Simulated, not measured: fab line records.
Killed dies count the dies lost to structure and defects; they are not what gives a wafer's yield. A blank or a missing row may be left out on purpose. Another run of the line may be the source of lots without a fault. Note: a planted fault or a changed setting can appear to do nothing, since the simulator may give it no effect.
Which tool was responsible?    flow nand-harc    15 lots with 45 wafers sampled at 4 steps, on a route of 1302 steps

== WHAT EACH GAUGE READ, for each wafer ==
NHARC_A_ONON_D1_THK_MEAS_02: measures by ellipsometry. Usual: 998 nm for thk-nm, sd 9.3.
lot   measured      on             thk-nm (nm)     flag
L246  day 7 23:16   film-metro-02  989 989 989     
L248  day 8 15:27   film-metro-01  981 981 983     
L249  day 9 05:01   film-metro-02  1003 1006 1004  
L250  day 9 14:31   film-metro-01  998 998 997     
L251  day 9 23:59   film-metro-01  989 988 989     
L252  day 10 07:23  film-metro-02  1005 1005 1004  
L254  day 10 22:38  film-metro-02  988 986 984     
L257  day 12 04:53  film-metro-02  995 997 996     
L260  day 13 15:34  film-metro-02  995 995 996     
L262  day 14 15:40  film-metro-02  1004 1006 1006  
L261  day 14 15:40  film-metro-01  1009 1010 1008  
L263  day 14 22:05  film-metro-02  993 994 993     
L264  day 15 14:37  film-metro-02  1006 1005 1004  
L267  day 16 14:42  film-metro-01  993 994 993     
L269  day 17 06:53  film-metro-02  1004 1000 1001  

NHARC_A_ONON_D1_THK_MEAS_21: measures by ellipsometry. Usual: 999 nm for thk-nm, sd 9.9.
lot   measured      on             thk-nm (nm)     flag
L246  day 8 10:41   film-metro-01  1013 1012 1013  
L248  day 9 04:20   film-metro-01  998 1000 999    
L249  day 9 19:31   film-metro-02  988 987 986     
L250  day 10 01:35  film-metro-02  1006 1008 1003  
L251  day 10 10:41  film-metro-02  1001 998 999    
L252  day 10 18:52  film-metro-02  1006 1006 1007  
L254  day 11 13:23  film-metro-02  999 999 997     
L257  day 12 17:44  film-metro-02  991 992 989     
L260  day 14 06:09  film-metro-01  982 983 982     
L262  day 15 03:09  film-metro-01  988 988 988     
L261  day 15 03:08  film-metro-02  998 997 999     
L263  day 15 10:08  film-metro-01  989 990 992     
L264  day 16 03:29  film-metro-02  994 994 993     
L267  day 17 01:05  film-metro-01  1006 1005 1004  
L269  day 17 17:17  film-metro-01  1016 1017 1014  

NHARC_A_ONON_D1_THK_MEAS_27: measures by ellipsometry. Usual: 1000 nm for thk-nm, sd 11.
lot   measured      on             thk-nm (nm)     flag
L246  day 8 11:49   film-metro-02  985 981 984     
L248  day 9 05:27   film-metro-01  1009 1009 1008  
L249  day 9 20:38   film-metro-02  994 993 993     
L250  day 10 02:43  film-metro-01  999 999 998     
L251  day 10 11:50  film-metro-02  986 987 988     
L252  day 10 20:01  film-metro-01  1005 1003 1003  
L254  day 11 14:31  film-metro-02  1002 1003 1005  
L257  day 12 18:54  film-metro-01  995 995 994     
L260  day 14 07:17  film-metro-02  1014 1010 1011  
L262  day 15 04:37  film-metro-02  987 988 988     
L261  day 15 04:16  film-metro-01  1016 1014 1016  
L263  day 15 11:16  film-metro-01  1011 1012 1011  
L264  day 16 04:37  film-metro-02  979 978 981     
L267  day 17 02:14  film-metro-01  1009 1008 1009  
L269  day 17 18:25  film-metro-02  993 991 991     

== WHAT TOOL EACH LOT RAN ON (gives the tool, then ch and the chambers of the sampled wafers, and finally the start) ==
lot   NHARC_A_ONON_D1_ANNEAL_15
L246  furnace-02 ch 0, day 8 05:41
L248  furnace-02 ch 0, day 8 23:23
L249  furnace-03 ch 0, day 9 14:32
L250  furnace-02 ch 0, day 9 20:37
L251  furnace-02 ch 0, day 10 05:39
L252  furnace-03 ch 0, day 10 13:56
L254  furnace-02 ch 0, day 11 08:24
L257  furnace-02 ch 0, day 12 12:44
L260  furnace-02 ch 0, day 14 01:09
L262  furnace-02, day 14 22:08
L261  furnace-02, day 14 22:08
L263  furnace-01, day 15 05:10
L264  furnace-02 ch 0, day 15 22:34
L267  furnace-01 ch 0, day 16 20:09
L269  furnace-01 ch 0, day 17 12:19
- NHARC_A_ONON_D1_ANNEAL_15: time 3600 s.

== AS READ BY THE TOOLS THEMSELVES (means over the sampled wafers that have a number; for cases with no such wafer, the mark the record gives instead) ==
NHARC_A_ONON_D1_ANNEAL_15. Usual: run-length-s 3633 s, standard deviation 8.6; spike-tc-bottom-C 769.2 C, standard deviation 2.4; spike-tc-upper-C 749.6 C, standard deviation 1.4; zone-power-centre-pct 13.3 %, standard deviation 0.87.
lot   tool        run-length-s (s)  spike-tc-bottom-C (C)  spike-tc-upper-C (C)  zone-power-centre-pct (%)  flag
L246  furnace-02  3632              770.6                  748.8                 12.5                       
L248  furnace-02  3640              770.1                  748.3                 12.6                       
L249  furnace-03  3644              764.3                  750.1                 13.4                       
L250  furnace-02  3631              770.8                  748.5                 12.7                       
L251  furnace-02  3645              770.3                  749.1                 12.6                       
L252  furnace-03  3647              764.5                  750.2                 13.2                       
L254  furnace-02  3637              769.8                  747.5                 12.6                       
L257  furnace-02  3630              769.6                  749.4                 12.7                       
L260  furnace-02  3632              770.3                  749.3                 12.7                       
L262  furnace-02  -                 -                      -                     -                          OFF
L261  furnace-02  -                 -                      -                     -                          OFF
L263  furnace-01  -                 -                      -                     -                          OFF
L264  furnace-02  3630              769.8                  749.0                 12.7                       
L267  furnace-01  3618              770.5                  750.8                 14.8                       
L269  furnace-01  3620              770.0                  750.6                 14.8                       

== THE ANSWER, worked out from the rows above alone ==
Rule: take the mean of a lot's wafers that have a number; if it is more than 3 standard deviations from the usual mean, the lot is off. Also off: a lot with no number at a reading for which 4 or more lots have one. Any other lot the step has rows for is counted as sound. The gauges are gone through in route order, then the tools' own readings, and for those a lot's mean is taken as printed above. The first step at which some lot is off is used, and at that step the reading that is off furthest; a lot without a number counts as furthest.
Off, at NHARC_A_ONON_D1_ANNEAL_15 on run-length-s: L262, L261, L263. Without a number there: L262, L261, L263.
If a tool, at that step or one of the process steps before it, ran each lot that is off and ran no sound lot following the first of them, it fits. Of those tried, none fits.

== WHAT THE SIMULATOR HAD INSERTED ==
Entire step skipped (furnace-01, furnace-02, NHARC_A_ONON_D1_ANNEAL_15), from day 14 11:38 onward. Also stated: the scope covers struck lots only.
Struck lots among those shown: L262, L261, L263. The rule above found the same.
